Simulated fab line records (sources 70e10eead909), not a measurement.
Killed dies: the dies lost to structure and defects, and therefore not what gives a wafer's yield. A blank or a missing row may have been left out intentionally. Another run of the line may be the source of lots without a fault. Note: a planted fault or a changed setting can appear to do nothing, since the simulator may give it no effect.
What tool caused it? | flow nand_harc | Sampling: 12 lots, 36 wafers, 5 of 1159 route steps

== WHAT THE GAUGES SHOWED, per wafer ==
NHARC_A_BONDPAD_THK_MEAS_30: measures by ellipsometry. Usual: thk_nm at 200.1 nm, with a standard deviation of 1.5.
lot  | measured     | on            | thk_nm (nm)       | flag
L260 | day 17 22:53 | film_metro-01 | 199.0 201.7 200.1 |
L259 | day 18 03:10 | film_metro-02 | 198.1 199.2 199.6 |
L261 | day 18 04:04 | film_metro-01 | 199.1 199.6 199.7 |
L262 | day 18 09:34 | film_metro-01 | 198.8 201.5 199.8 |
L263 | day 18 20:07 | film_metro-01 | 201.5 199.6 201.7 |
L265 | day 19 17:11 | film_metro-01 | 200.0 201.0 201.4 |
L268 | day 19 21:29 | film_metro-01 | 200.4 197.6 200.4 |
L267 | day 19 22:47 | film_metro-01 | 202.4 202.4 201.8 |
L270 | day 20 22:40 | film_metro-01 | 201.8 201.1 201.0 |
L272 | day 21 04:29 | film_metro-01 | 200.8 201.8 200.3 |
L276 | day 22 07:30 | film_metro-02 | 200.4 199.7 201.0 |
L282 | day 23 16:14 | film_metro-02 | 199.3 201.8 197.3 |

NHARC_END_SORT_01. Usual: defect_limited_yield 95.0 %, standard deviation 1.7; killed_at_array 31, standard deviation 11; killed_at_other 0.5, standard deviation 0.78; killed_at_periphery 3.0, standard deviation 2; killed_dies 34, standard deviation 12; killed_open 3.2, standard deviation 2; killed_short 1.9, standard deviation 1.6; sort_bin_2_pct 1.6 %, standard deviation 0.67; sort_bin_3_pct 0.26 %, standard deviation 0.2; sort_bin_4_pct 3.2 %, standard deviation 1.1; sort_n_pass 643, standard deviation 12; sort_rim_yield_pct 96.8 %, standard deviation 1.8; sort_yield_pct 95.0 %, standard deviation 1.7.
lot  | measured     | on        | defect_limited_yield (%) | killed_at_array | killed_at_other | killed_at_periphery | killed_dies | killed_open | killed_short | sort_bin_2_pct (%) | sort_bin_3_pct (%) | sort_bin_4_pct (%) | sort_n_pass | sort_rim_yield_pct (%) | sort_yield_pct (%) | flag
L263 | day 20 06:50 | prober-01 | 92.6 92.2 91.9           | 49 49 51        | 0 1 1           | 1 3 3               | 50 53 55    | 7 3 5       | 0 1 0        | 1.9 2.7 3.1        | 0.59 0.15 0.15     | 4.9 5.0 4.9        | 627 624 622 | 95.3 96.2 96.2         | 92.6 92.2 91.9     |
L265 | day 21 02:23 | prober-01 | 94.8 95.1 94.8           | 32 30 32        | 1 0 0           | 2 3 3               | 35 33 35    | 4 2 5       | 0 0 3        | 1.5 1.3 1.3        | 0.44 0.30 0.15     | 3.2 3.2 3.7        | 642 644 642 | 96.2 94.3 95.3         | 94.8 95.1 94.8     |
L267 | day 21 17:05 | prober-02 | 93.2 94.2 91.9           | 43 38 51        | 1 1 0           | 2 0 4               | 46 39 55    | 0 2 4       | 2 1 4        | 2.5 1.8 2.4        | 0.44 0.30 0.30     | 3.8 3.7 5.5        | 631 638 622 | 96.2 96.2 97.2         | 93.2 94.2 91.9     |
L276 | day 23 13:37 | prober-02 | 94.4 94.8 95.3           | 35 33 29        | 0 0 0           | 3 2 3               | 38 35 32    | 2 1 3       | 0 2 0        | 2.5 2.1 1.3        | 0.15 0.30 0.15     | 3.0 2.8 3.2        | 639 642 645 | 99.1 98.1 100.0        | 94.4 94.8 95.3     |

== TOOL THAT RAN EACH LOT (tool first, then ch and the chambers of the sampled wafers, then the start) ==
lot  | NHARC_A_M1_PRE_CLEAN_32         | NHARC_A_BONDPAD_ETCH_24            | NHARC_A_BONDPAD_DEGAS_25
L260 | pecvd-04 ch 1,2, day 17 21:34   | rie_diel-09 ch 0,1,3, day 18 00:24 | pvd_sputter-01, day 18 00:49
L259 | pecvd-04 ch 1,2, day 18 01:52   | rie_diel-09 ch 0,1, day 18 04:40   | pvd_sputter-02, day 18 05:05
L261 | pecvd-03 ch 0,1,2, day 18 02:46 | rie_diel-09 ch 0,2,3, day 18 05:23 | pvd_sputter-02, day 18 05:47
L262 | pecvd-01 ch 0,2, day 18 07:52   | rie_diel-09 ch 0,1,2, day 18 10:58 | pvd_sputter-03, day 18 11:21
L263 | pecvd-03 ch 0,1, day 18 18:43   | rie_diel-09 ch 2,3, day 18 21:26   | pvd_sputter-01, day 18 21:50
L265 | pecvd-01 ch 1,2, day 19 15:43   | rie_diel-03 ch 0,3, day 19 18:51   | pvd_sputter-03, day 19 19:15
L268 | pecvd-04 ch 0,2, day 19 19:53   | rie_diel-09 ch 0,1,3, day 19 22:48 | pvd_sputter-03, day 19 23:12
L267 | pecvd-01 ch 1,2, day 19 21:30   | rie_diel-09 ch 1,3, day 20 00:01   | pvd_sputter-02, day 20 00:25
L270 | pecvd-01 ch 0,1, day 20 21:22   | rie_diel-09 ch 2,3, day 21 00:01   | pvd_sputter-03, day 21 00:25
L272 | pecvd-01 ch 0,1, day 21 03:13   | rie_diel-09 ch 0,3, day 21 05:53   | pvd_sputter-02, day 21 06:18
L276 | pecvd-03 ch 0,1,2, day 22 06:13 | rie_diel-03 ch 0,1,2, day 22 08:52 | pvd_sputter-02, day 22 09:18
L282 | pecvd-04 ch 0,1, day 23 14:50   | rie_diel-09 ch 0,1,2, day 23 17:25 | pvd_sputter-02, day 23 17:49
- NHARC_A_M1_PRE_CLEAN_32: time 12 s.
- NHARC_A_BONDPAD_ETCH_24: etches the open film in CF4/N2, target depth 30 nm, time 72.99 s.
- NHARC_A_BONDPAD_DEGAS_25: time 60 s.

== AS READ BY THE TOOLS THEMSELVES (means over the sampled wafers that have a number; for cases with no such wafer, the mark the record gives instead) ==
NHARC_A_M1_PRE_CLEAN_32. Usual: heater_power_w at 666 W, with a standard deviation of 100.
lot  | tool     | heater_power_w (W) | flag
L260 | pecvd-04 | 615                |
L259 | pecvd-04 | 650                |
L261 | pecvd-03 | 655                |
L262 | pecvd-01 | 824                |
L263 | pecvd-03 | 652                |
L265 | pecvd-01 | 722                |
L268 | pecvd-04 | 545                |
L267 | pecvd-01 | 743                |
L270 | pecvd-01 | 812                |
L272 | pecvd-01 | 707                |
L276 | pecvd-03 | 637                |
L282 | pecvd-04 | 624                |

NHARC_A_BONDPAD_ETCH_24. Usual: drypump_motor_current_A 5.8 A, standard deviation 0.46; oes_product_au 1.002 a.u., standard deviation 0.013; rf_vpp_V 313.8 V, standard deviation 1.4; showerhead_plenum_p_Torr 2.60 Torr, standard deviation 0.069; throttle_valve_pct 19.794 %, standard deviation 0.009.
lot  | tool        | drypump_motor_current_A (A) | oes_product_au (a.u.) | rf_vpp_V (V) | showerhead_plenum_p_Torr (Torr) | throttle_valve_pct (%) | flag
L260 | rie_diel-09 | 5.8                         | 1.003                 | 313.3        | 2.60                            | 19.794                 |
L259 | rie_diel-09 | 6.2                         | 1.011                 | 312.8        | 2.57                            | 19.806                 |
L261 | rie_diel-09 | 5.9                         | 1.006                 | 314.2        | 2.60                            | 19.799                 |
L262 | rie_diel-09 | 6.2                         | 1.011                 | 313.3        | 2.62                            | 19.798                 |
L263 | rie_diel-09 | 5.9                         | 1.011                 | 314.2        | 2.65                            | 19.784                 |
L265 | rie_diel-03 | 5.5                         | 0.979                 | 312.5        | 2.51                            | 19.796                 |
L268 | rie_diel-09 | 5.8                         | 0.994                 | 314.5        | 2.60                            | 19.799                 |
L267 | rie_diel-09 | 5.5                         | 0.998                 | 313.8        | 2.62                            | 19.787                 |
L270 | rie_diel-09 | 5.9                         | 1.019                 | 314.1        | 2.65                            | 19.797                 |
L272 | rie_diel-09 | 5.9                         | 1.001                 | 312.6        | 2.55                            | 19.793                 |
L276 | rie_diel-03 | 5.6                         | 1.005                 | 313.0        | 2.55                            | 19.794                 |
L282 | rie_diel-09 | 6.2                         | 0.993                 | 314.2        | 2.62                            | 19.796                 |

NHARC_A_BONDPAD_DEGAS_25. Usual: heater_power_w at 472 W, with a standard deviation of 57.
lot  | tool           | heater_power_w (W) | flag
L260 | pvd_sputter-01 | 418                |
L259 | pvd_sputter-02 | 495                |
L261 | pvd_sputter-02 | 491                |
L262 | pvd_sputter-03 | 460                |
L263 | pvd_sputter-01 | 423                |
L265 | pvd_sputter-03 | 484                |
L268 | pvd_sputter-03 | 473                |
L267 | pvd_sputter-02 | 514                |
L270 | pvd_sputter-03 | 438                |
L272 | pvd_sputter-02 | 514                |
L276 | pvd_sputter-02 | 495                |
L282 | pvd_sputter-02 | 541                |

== THE ANSWER, worked out from the rows above alone ==
Rule: lot off if the mean of its wafers having a number is beyond 3 standard deviations from the usual mean. A lot without any number at a reading at which 4 lots or more have one is off too. Where the step has rows for the other lots, those lots are counted as sound. Order of review: gauges by route order, followed by the tools' own readings, for which a lot's mean as printed above is used. At the first step where some lot is off, the reading lying furthest off is the one used; lots without a number count as furthest.
Across all readings shown, no lot is off: no conclusion can be drawn from this.

== WHAT THE SIMULATOR HAD INSERTED ==
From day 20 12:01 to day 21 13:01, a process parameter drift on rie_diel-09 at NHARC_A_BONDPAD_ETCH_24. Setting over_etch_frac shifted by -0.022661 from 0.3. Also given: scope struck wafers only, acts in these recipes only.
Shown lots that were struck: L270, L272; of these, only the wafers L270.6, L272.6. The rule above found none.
